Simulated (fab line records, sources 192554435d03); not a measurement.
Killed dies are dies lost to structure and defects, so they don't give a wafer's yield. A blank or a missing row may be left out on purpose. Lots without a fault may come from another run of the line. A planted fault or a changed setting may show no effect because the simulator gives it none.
fab line records | flow n5_finfet | part 1 of 2: steps 1 to 4 of 6
record lots=23 wafers=69 last_day=19
route steps=1938 shown ZERO_LAYER@15 PMOS_HMC_CHANNEL_EPI@74 FIN_SAQP@114
lots that met no fault: from a run of the same line without faults
start_h: hours from the record's first day to the start of the lot's first wafer shown | wait_h: hours since the lot's step before | " the same as in the row above | L1.1+2: a row that stands for several wafers | - no value, or no start given | * or withheld: withheld | < > ~ a bound
route shown NAME@n: a module of which the file shows steps, and the number in the route of the first | usual: mean/standard deviation of fault-free wafers | same: alike in all rows | chamber/n: place in a boat | sites: the reading at each site | _std_site: their standard deviation | _edge_site: outer sites' mean less inner sites' | radius_mm: how far each site lies from the wafer's centre | mask NAME#n: copy n | behind: the tool/chamber that last shaped the wafer | hold: why the lot was held/for how many hours/how that ended | device: the transistor (n, p or np) that didn't switch | end of line: the same wafers' tests at the end of the route | a step without rows: its recipe alone | killed: dies lost to structure and defects at the first sort, not the wafer's yield | map: a wafer's dies, x killed, . not, _ none there
set.NAME: the setting as run; set.NAME@STEP: as run at that earlier step | model.NAME: the simulator's own value behind a step, which no gauge read
steps of the route over a sample of lots; a table a step, a row a wafer
services: from which hour (start_h, from the record's first day; less than 0 if before it) a tool's chamber was out of use, for how many hours, and why
## steps
# step N5_ZERO_LAYER_ETCH_17
# recipe chemistry=CF4 target=SiO2 target_depth_a=120 time_s=13.3 ion_energy_ev=350 pressure_mtorr=40 source_w=450 bias_w=215 Ar_flow_sccm=100 cf4_flow_sccm=100
# usual drypump_motor_current_A=5.6/0.43 oes_product_au=0.78/0.072 rf_vpp_V=950/3.5 showerhead_plenum_p_Torr=2.16/0.057 throttle_valve_pct=15.68/0.22
# columns lot.wafer tool chamber start_h wait_h drypump_motor_current_A oes_product_au rf_hours_counter_h rf_vpp_V showerhead_plenum_p_Torr throttle_valve_pct
L074.2 rie_diel-06 0 12.72 0.0 5.2 0.85 62 945 2.10 15.76
L074.3 " 2 " " 5.6 0.80 127 956 2.25 15.59
L074.5 " 1 " " 6.6 0.72 - 949 2.13 15.66
L075.1 rie_diel-05 1 18.84 0.0 5.6 0.77 162 953 2.22 15.55
L075.2 " 3 " " 5.1 0.72 194 948 2.15 15.96
L075.6 " 1 " " 5.6 0.77 - 954 2.22 15.55
L076.1 rie_diel-06 1 24.85 0.0 6.5 0.71 187 948 2.13 15.68
L076.3 " 2 " " 5.6 0.79 130 956 2.25 15.59
L076.6 " 1 " " 6.5 0.72 - 948 2.13 15.70
L077.1 rie_diel-06 1 30.71 0.0 6.6 0.72 188 948 2.13 15.70
L077.4 " 3 " " 5.6 0.76 138 954 2.23 15.74
L077.5 " 1 " " 6.6 0.71 - 948 2.13 15.69
L078.1 rie_diel-06 0 36.85 0.0 5.1 0.84 69 946 2.09 15.76
L078.3 " 2 " " 5.6 0.80 134 954 2.24 15.63
L078.5 " 0 " " 5.2 0.84 - 947 2.09 15.76
L079.1 rie_diel-06 3 42.88 0.0 5.6 0.74 143 955 2.23 15.73
L079.4 " 3 " " 5.6 0.74 - 954 2.23 15.76
L079.6 " 0 " " 5.2 0.83 - 944 2.09 15.78
L080.2 rie_diel-02 1 48.85 0.0 5.6 0.93 5 947 2.11 15.62
L080.5 " 0 " " 5.1 0.73 - 952 2.24 15.97
L080.6 " 3 " " 5.6 0.71 - 947 2.10 15.74
L081.1 rie_diel-05 3 55.28 0.0 5.1 0.71 206 949 2.14 15.98
L081.3 " 2 " " 6.2 0.91 23 951 2.17 15.16
L081.6 " 2 " " 6.2 0.92 - 953 2.17 15.16
L082.2 rie_diel-05 2 60.76 0.0 6.2 0.91 25 951 2.17 15.18
L082.4 " 2 " " 6.2 0.91 - 950 2.17 15.16
L082.5 " 1 " " 5.6 0.76 - 953 2.21 15.58
L083.1 rie_diel-02 1 67.02 0.0 5.6 0.91 11 946 2.10 15.63
L083.4 " 3 " " 5.6 0.70 225 947 2.10 15.76
L083.5 " 1 " " 5.7 0.90 - 946 2.11 15.63
L084.1 rie_diel-02 1 72.73 0.0 5.6 0.90 13 947 2.10 15.64
L084.5 " 1 " " 5.7 0.90 - 948 2.10 15.64
L084.6 " 2 " " 6.0 0.80 - 949 2.14 15.57
L086.1 rie_diel-02 2 84.85 0.0 6.0 0.80 127 948 2.14 15.58
L086.2 " 3 " " 5.6 0.70 231 947 2.09 15.76
L086.4 " 0 " " 5.1 0.73 168 953 2.24 16.00
L087.1 rie_diel-02 0 90.94 0.0 5.1 0.72 170 952 2.23 15.99
L087.5 " 1 " " 5.6 0.89 - 945 2.10 15.64
L087.6 " 2 " " 6.1 0.80 - 950 2.14 15.59
L088.2 rie_diel-06 0 97.47 0.0 5.1 0.82 88 945 2.09 15.81
L088.3 " 2 " " 5.6 0.77 153 953 2.24 15.64
L088.5 " 2 " " 5.6 0.76 - 954 2.24 15.64
L089.1 rie_diel-05 1 102.84 0.0 5.6 0.75 191 954 2.21 15.61
L089.3 " 3 " " 5.1 0.70 221 946 2.14 16.00
L089.4 " 2 " " 6.2 0.88 39 952 2.17 15.19
L090.4 rie_diel-06 3 108.84 0.0 5.7 0.72 163 952 2.22 15.78
L090.5 " 2 " " 5.6 0.76 - 955 2.24 15.66
L090.6 " 3 " " 5.7 0.74 - 954 2.22 15.78
L091.1 rie_diel-02 1 114.86 0.0 5.6 0.86 25 946 2.10 15.66
L091.2 " 2 " " 6.0 0.79 137 949 2.14 15.60
L091.4 " 2 " " 6.0 0.78 - 950 2.14 15.58
L092.4 rie_diel-05 3 120.71 0.0 5.1 0.68 225 948 2.14 16.02
L092.5 " 3 " " 5.1 0.69 - 948 2.14 16.01
L092.6 " 0 " " 5.2 0.85 - 947 2.09 15.31
L093.2 rie_diel-02 0 127.10 0.0 5.1 0.72 178 952 2.23 16.02
L093.3 " 1 " " 5.7 0.88 28 944 2.10 15.66
L093.5 " 0 " " 5.1 0.71 - 953 2.23 16.02
L094.1 rie_diel-05 1 132.84 0.0 5.6 0.74 198 953 2.20 15.64
L094.2 " 3 " " 5.1 0.69 228 946 2.14 16.01
L094.3 " 0 " " 5.2 0.87 69 946 2.09 15.32
L095.1 rie_diel-05 3 138.71 0.0 5.1 0.68 230 947 2.13 16.04
L095.3 " 2 " " 6.1 0.87 48 950 2.16 15.21
L095.5 " 1 " " 5.6 0.73 - 953 2.20 15.64
L096.1 rie_diel-02 2 144.72 0.0 6.0 0.78 145 949 2.13 15.59
L096.5 " 3 " " 5.6 0.69 - 947 2.09 15.79
L096.6 " 0 " " 5.1 0.71 - 953 2.23 16.03
L097.1 rie_diel-02 2 150.71 0.0 6.1 0.78 147 949 2.13 15.60
L097.3 " 1 " " 5.6 0.85 36 947 2.10 15.68
L097.5 " 2 " " 6.1 0.78 - 950 2.13 15.59
# step N5_PMOS_HMC_CHANNEL_EPI_FIN_RECESS_16
# recipe chemistry=HBr/Cl2 target=Si mask_material=SiO2 target_depth_a=540 time_s=18 pressure_mtorr=10 icp_w=800 bias_w=75 HBr_flow_sccm=150 Cl2_flow_sccm=80
# usual drypump_motor_current_A=5.7/0.43 oes_product_au=1.000/0.019 throttle_valve_pct=35.51/0.24
# columns lot.wafer tool chamber start_h wait_h drypump_motor_current_A oes_product_au rf_hours_counter_h throttle_valve_pct
L074.2 rie_si-06 1 18.28 0.0 5.4 1.052 199 35.96
L074.3 " 3 " " 6.2 1.018 58 35.03
L074.5 " 0 " " 5.9 1.023 - 35.21
L075.1 rie_si-06 0 25.77 0.0 5.9 1.018 6 35.22
L075.2 " 2 " " 5.2 1.005 83 35.56
L075.6 " 2 " " 5.2 1.004 - 35.55
L076.1 rie_si-02 1 29.44 0.0 6.4 1.009 56 35.86
L076.3 " 2 " " 4.9 0.962 29 35.47
L076.6 " 2 " " 4.9 0.976 - 35.44
L077.1 rie_si-06 2 37.47 0.0 5.2 0.992 84 35.58
L077.4 " 1 " " 5.4 1.034 199 36.01
L077.5 " 2 " " 5.3 1.005 - 35.55
L078.1 rie_si-02 1 42.04 0.0 6.3 1.013 56 35.88
L078.3 " 2 " " 5.0 0.976 29 35.43
L078.5 " 1 " " 6.3 1.008 - 35.87
L079.1 rie_si-06 1 48.14 0.0 5.4 1.043 200 35.96
L079.4 " 3 " " 6.2 1.015 59 35.03
L079.6 " 1 " " 5.4 1.034 - 35.97
L080.2 rie_si-02 3 54.40 0.0 5.8 0.965 125 35.50
L080.5 " 3 " " 5.8 0.975 - 35.48
L080.6 " 2 " " 4.9 0.973 - 35.43
L081.1 rie_si-01 0 60.40 0.0 5.8 0.981 92 35.45
L081.3 " 3 " " 6.2 0.994 32 35.50
L081.6 " 1 " " 5.8 1.004 - 35.51
L082.2 rie_si-06 3 67.23 0.0 6.2 1.006 59 35.06
L082.4 " 0 " " 5.9 1.023 7 35.23
L082.5 " 2 " " 5.2 0.995 - 35.56
L083.1 rie_si-02 3 72.67 0.0 5.8 0.988 125 35.51
L083.4 " 0 " " 5.8 1.007 44 35.54
L083.5 " 3 " " 5.8 0.989 - 35.48
L084.1 rie_si-02 1 78.19 0.0 6.4 1.015 56 35.87
L084.5 " 3 " " 5.8 0.978 - 35.49
L084.6 " 0 " " 5.7 0.998 - 35.54
L086.1 rie_si-06 0 90.05 0.0 5.9 1.026 7 35.21
L086.2 " 3 " " 6.2 1.013 59 35.03
L086.4 " 3 " " 6.2 1.017 - 35.03
L087.1 rie_si-01 1 96.01 0.0 5.9 1.009 85 35.50
L087.5 " 0 " " 5.8 0.979 - 35.43
L087.6 " 1 " " 5.8 1.008 - 35.51
L088.2 rie_si-02 1 102.29 0.0 6.4 1.012 57 35.88
L088.3 " 2 " " 4.9 0.971 30 35.44
L088.5 " 0 " " 5.8 1.006 - 35.54
L089.1 rie_si-01 1 108.17 0.0 5.8 1.027 86 35.51
L089.3 " 2 " " 6.2 0.967 142 35.71
L089.4 " 0 " " 5.8 0.990 93 35.43
L090.4 rie_si-01 1 114.07 0.0 5.8 1.013 86 35.52
L090.5 " 1 " " 5.8 0.999 - 35.53
L090.6 " 0 " " 5.8 0.984 - 35.44
L091.1 rie_si-02 2 119.56 0.0 4.9 0.973 31 35.44
L091.2 " 1 " " 6.4 1.008 57 35.86
L091.4 " 3 " " 5.8 0.985 126 35.47
L092.4 rie_si-06 1 125.44 0.0 5.3 0.996 0 35.59
L092.5 " 3 " " 6.2 1.013 - 35.05
L092.6 " 2 " " 5.2 1.001 - 35.56
L093.2 rie_si-06 2 132.02 0.0 5.2 1.006 86 35.54
L093.3 " 3 " " 6.2 1.006 60 35.03
L093.5 " 0 " " 5.9 1.015 - 35.23
L094.1 rie_si-02 3 137.70 0.0 5.8 0.987 127 35.48
L094.2 " 1 " " 6.4 1.009 58 35.88
L094.3 " 2 " " 4.9 0.979 31 35.45
L095.1 rie_si-06 0 144.04 0.0 5.9 1.019 8 35.21
L095.3 " 2 " " 5.3 1.007 86 35.55
L095.5 " 3 " " 6.2 1.016 - 35.04
L096.1 rie_si-02 2 149.74 0.0 4.9 0.983 31 35.43
L096.5 " 0 " " 5.8 1.008 - 35.54
L096.6 " 3 " " 5.8 0.979 - 35.50
L097.1 rie_si-01 3 155.64 0.0 6.3 1.002 34 35.50
L097.3 " 2 " " 6.2 0.980 143 35.72
L097.5 " 2 " " 6.2 0.972 - 35.73
# step N5_PMOS_HMC_CHANNEL_EPI_EPI_26
# recipe material=Si target_thk_a=38 temp_c=650 precursor=SiH4/H2 pressure_torr=20 time_s=22.7
# usual chamber_pressure_Torr=20.00/0.038 throttle_valve_pct=11.3/0.4
# columns lot.wafer tool chamber start_h wait_h chamber_pressure_Torr throttle_valve_pct
L074.2 epi_rpcvd-04 0 20.65 0.1 19.98 11.7
L074.3 " 0 " " 19.99 11.6
L074.5 " 0 " " 19.96 11.8
L075.1 epi_rpcvd-02 0 27.70 0.0 19.97 10.9
L075.2 " 0 " " 20.01 11.0
L075.6 " 0 " " 20.05 10.9
L076.1 epi_rpcvd-01 0 31.45 0.0 20.02 11.1
L076.3 " 0 " " 20.03 11.4
L076.6 " 0 " " 20.03 11.4
L077.1 epi_rpcvd-02 0 39.39 0.0 20.00 10.9
L077.4 " 0 " " 20.02 11.0
L077.5 " 0 " " 20.04 11.0
L078.1 epi_rpcvd-04 0 43.95 0.0 20.01 12.1
L078.3 " 0 " " 19.99 12.0
L078.5 " 0 " " 19.97 12.0
L079.1 epi_rpcvd-01 0 50.11 0.0 20.09 11.3
L079.4 " 0 " " 20.02 11.1
L079.6 " 0 " " 20.00 11.2
L080.2 epi_rpcvd-02 0 56.37 0.1 20.04 10.7
L080.5 " 0 " " 20.00 10.9
L080.6 " 0 " " 20.06 11.0
L081.1 epi_rpcvd-02 0 62.32 0.0 19.96 11.1
L081.3 " 0 " " 19.99 11.1
L081.6 " 0 " " 19.98 11.0
L082.2 epi_rpcvd-04 0 69.21 0.1 20.05 12.0
L082.4 " 0 " " 20.04 11.5
L082.5 " 0 " " 19.98 11.6
L083.1 epi_rpcvd-02 0 74.61 0.0 20.02 11.0
L083.4 " 0 " " 19.98 11.0
L083.5 " 0 " " 19.98 11.2
L084.1 epi_rpcvd-04 0 80.50 0.0 19.91 11.6
L084.5 " 0 " " 19.95 11.5
L084.6 " 0 " " 20.03 11.9
L086.1 epi_rpcvd-04 0 91.96 0.0 20.02 11.8
L086.2 " 0 " " 20.05 11.6
L086.4 " 0 " " 20.06 11.8
L087.1 epi_rpcvd-01 0 98.32 0.0 19.97 11.1
L087.5 " 0 " " 20.02 11.2
L087.6 " 0 " " 20.05 11.1
L088.2 epi_rpcvd-04 0 104.65 0.1 19.98 11.8
L088.3 " 0 " " 19.99 11.7
L088.5 " 0 " " 20.06 11.7
L089.1 epi_rpcvd-02 0 110.49 0.0 20.08 11.1
L089.3 " 0 " " 20.07 11.0
L089.4 " 0 " " 20.03 10.8
L090.4 epi_rpcvd-04 0 116.18 0.2 20.02 11.8
L090.5 " 0 " " 20.00 11.8
L090.6 " 0 " " 19.99 11.5
L091.1 epi_rpcvd-02 0 122.02 0.0 20.03 11.1
L091.2 " 0 " " 20.05 11.1
L091.4 " 0 " " 19.98 11.0
L092.4 epi_rpcvd-02 0 128.10 0.2 19.99 10.8
L092.5 " 0 " " 20.01 10.9
L092.6 " 0 " " 19.97 10.9
L093.2 epi_rpcvd-04 0 134.01 0.1 20.01 11.6
L093.3 " 0 " " 19.99 11.9
L093.5 " 0 " " 19.94 11.6
L094.1 epi_rpcvd-02 0 140.03 0.0 20.04 10.9
L094.2 " 0 " " 20.01 10.7
L094.3 " 0 " " 20.04 10.9
L095.1 epi_rpcvd-04 0 145.95 0.0 19.95 11.7
L095.3 " 0 " " 19.99 11.8
L095.5 " 0 " " 19.96 12.0
L096.1 epi_rpcvd-01 0 152.59 0.0 19.98 11.3
L096.5 " 0 " " 19.98 11.4
L096.6 " 0 " " 19.93 11.1
L097.1 epi_rpcvd-04 0 157.55 0.0 20.00 11.9
L097.3 " 0 " " 19.94 12.0
L097.5 " 0 " " 19.96 11.7
# step N5_FIN_SAQP_DESCUM_21
# recipe chemistry=O2 time_s=7.9 source_power_w=50 bias_power_w=20 pressure_mtorr=20 rf_frequency_hz=2.712e+07 temp_c=40 resist=CAR-ArF o2_flow_sccm=225
# usual drypump_motor_current_A=5.6/0.44 oes_product_au=0.80/0.099 rf_vpp_V=242.9/1.4 showerhead_plenum_p_Torr=2.08/0.076 throttle_valve_pct=20.47/0.27
# columns lot.wafer tool chamber start_h wait_h drypump_motor_current_A oes_product_au rf_hours_counter_h rf_vpp_V showerhead_plenum_p_Torr throttle_valve_pct
L074.2 rie_diel-03 0 22.44 0.0 5.3 0.81 83 242.5 2.05 20.50
L074.3 " 3 " " 5.5 0.86 38 243.9 2.22 20.13
L074.5 " 1 " " 5.3 0.68 - 240.2 2.00 20.57
L075.1 rie_diel-01 3 29.42 0.0 4.9 0.67 235 245.0 2.15 20.63
L075.2 " 2 " " 5.9 0.72 177 242.5 1.99 20.40
L075.6 " 1 " " 5.2 0.72 - 245.2 2.17 20.45
L076.1 rie_diel-04 0 34.13 0.8 5.1 0.70 210 242.9 2.09 20.82
L076.3 " 3 " " 5.9 0.71 219 240.8 1.98 20.69
L076.6 " 2 " " 5.4 0.89 - 244.1 2.13 20.01
L077.1 rie_diel-04 3 41.61 0.1 5.9 0.71 221 241.6 1.97 20.69
L077.4 " 2 " " 5.4 0.88 43 242.9 2.12 20.01
L077.5 " 3 " " 5.9 0.70 - 239.8 1.97 20.68
L078.1 rie_diel-01 2 45.82 0.0 5.9 0.72 184 242.0 1.99 20.40
L078.3 " 3 " " 5.0 0.68 241 245.1 2.15 20.64
L078.5 " 0 " " 5.5 0.71 - 243.0 2.07 20.59
L079.1 rie_diel-04 1 52.94 0.2 6.5 0.96 6 242.5 2.05 20.57
L079.4 " 3 " " 5.9 0.71 225 242.3 1.97 20.72
L079.6 " 1 " " 6.5 0.96 - 242.8 2.05 20.58
L080.2 rie_diel-03 3 58.65 0.0 5.5 0.85 53 245.9 2.21 20.16
L080.5 " 3 " " 5.5 0.85 - 247.4 2.21 20.15
L080.6 " 0 " " 5.3 0.79 - 243.7 2.04 20.51
L081.1 rie_diel-04 2 64.18 0.0 5.5 0.87 50 244.5 2.12 20.04
L081.3 " 0 " " 5.2 0.70 222 243.4 2.09 20.83
L081.6 " 0 " " 5.1 0.70 - 242.2 2.09 20.82
L082.2 rie_diel-04 2 70.93 0.0 5.4 0.88 52 244.0 2.12 20.06
L082.4 " 0 " " 5.1 0.70 224 241.5 2.09 20.83
L082.5 " 3 " " 5.8 0.70 - 239.5 1.97 20.70
L083.1 rie_diel-03 0 76.54 0.1 5.4 0.79 105 242.1 2.04 20.52
L083.4 " 1 " " 5.3 0.96 6 243.7 2.26 20.18
L083.5 " 2 " " 5.6 0.78 - 241.6 2.02 20.45
L084.1 rie_diel-03 2 82.87 0.5 5.6 0.78 94 241.5 2.02 20.47
L084.5 " 3 " " 5.5 0.84 - 245.5 2.21 20.17
L084.6 " 2 " " 5.6 0.79 - 241.8 2.02 20.45
L086.1 rie_diel-04 3 93.75 0.0 5.9 0.70 240 240.5 1.97 20.73
L086.2 " 0 " " 5.1 0.69 233 244.4 2.08 20.84
L086.4 " 1 " " 6.5 0.93 17 243.3 2.05 20.58
L087.1 rie_diel-01 0 101.53 0.0 5.5 0.68 241 241.6 2.06 20.64
L087.5 " 3 " " 4.9 1.02 - 243.5 2.15 20.17
L087.6 " 0 " " 5.5 0.68 - 243.2 2.06 20.65
L088.2 rie_diel-03 3 106.43 0.1 5.5 0.83 69 246.1 2.21 20.19
L088.3 " 1 " " 5.3 0.93 17 245.9 2.26 20.17
L088.5 " 1 " " 5.3 0.93 - 245.3 2.26 20.19
L089.1 rie_diel-04 2 112.37 0.2 5.4 0.85 67 242.6 2.11 20.06
L089.3 " 3 " " 5.9 0.70 246 241.5 1.97 20.72
L089.4 " 0 " " 5.1 0.69 240 242.9 2.08 20.85
L090.4 rie_diel-04 1 117.93 0.0 6.5 0.90 27 242.9 2.04 20.61
L090.5 " 2 " " 5.5 0.85 - 244.9 2.11 20.05
L090.6 " 3 " " 5.8 0.69 - 242.4 1.97 20.75
L091.1 rie_diel-04 1 124.08 0.4 6.5 0.90 28 242.9 2.04 20.61
L091.2 " 0 " " 5.1 0.68 244 242.5 2.08 20.88
L091.4 " 3 " " 5.9 0.68 249 239.8 1.97 20.74
L092.4 rie_diel-04 2 129.87 0.0 5.4 0.84 - 242.6 2.11 20.06
L092.5 " 1 " " 6.5 0.89 - 242.8 2.04 20.61
L092.6 " 0 " " 5.2 0.68 - 241.7 2.08 20.88
L093.2 rie_diel-04 2 135.89 0.0 5.5 0.84 76 242.6 2.11 20.06
L093.3 " 0 " " 5.1 0.67 248 242.3 2.08 20.84
L093.5 " 1 " " 6.5 0.90 - 242.7 2.04 20.60
L094.1 rie_diel-04 1 141.69 0.0 6.5 0.89 36 242.5 2.04 20.63
L094.2 " 2 " " 5.5 0.83 79 244.5 2.11 20.06
L094.3 " 0 " " 5.1 0.68 251 243.3 2.08 20.86
L095.1 rie_diel-01 1 147.99 0.0 5.3 0.69 248 245.1 2.15 20.53
L095.3 " 3 " " 4.9 0.94 19 242.5 2.14 20.18
L095.5 " 2 " " 5.9 0.68 - 241.4 1.97 20.46
L096.1 rie_diel-03 1 154.44 0.0 5.3 0.90 28 245.3 2.25 20.20
L096.5 " 2 " " 5.6 0.77 - 242.3 2.01 20.48
L096.6 " 1 " " 5.3 0.91 - 244.2 2.25 20.19
L097.1 rie_diel-01 0 159.44 0.0 5.4 0.95 5 242.7 2.05 20.29
L097.3 " 3 " " 4.9 0.93 22 244.0 2.14 20.19
L097.5 " 3 " " 4.9 0.94 - 242.8 2.14 20.21
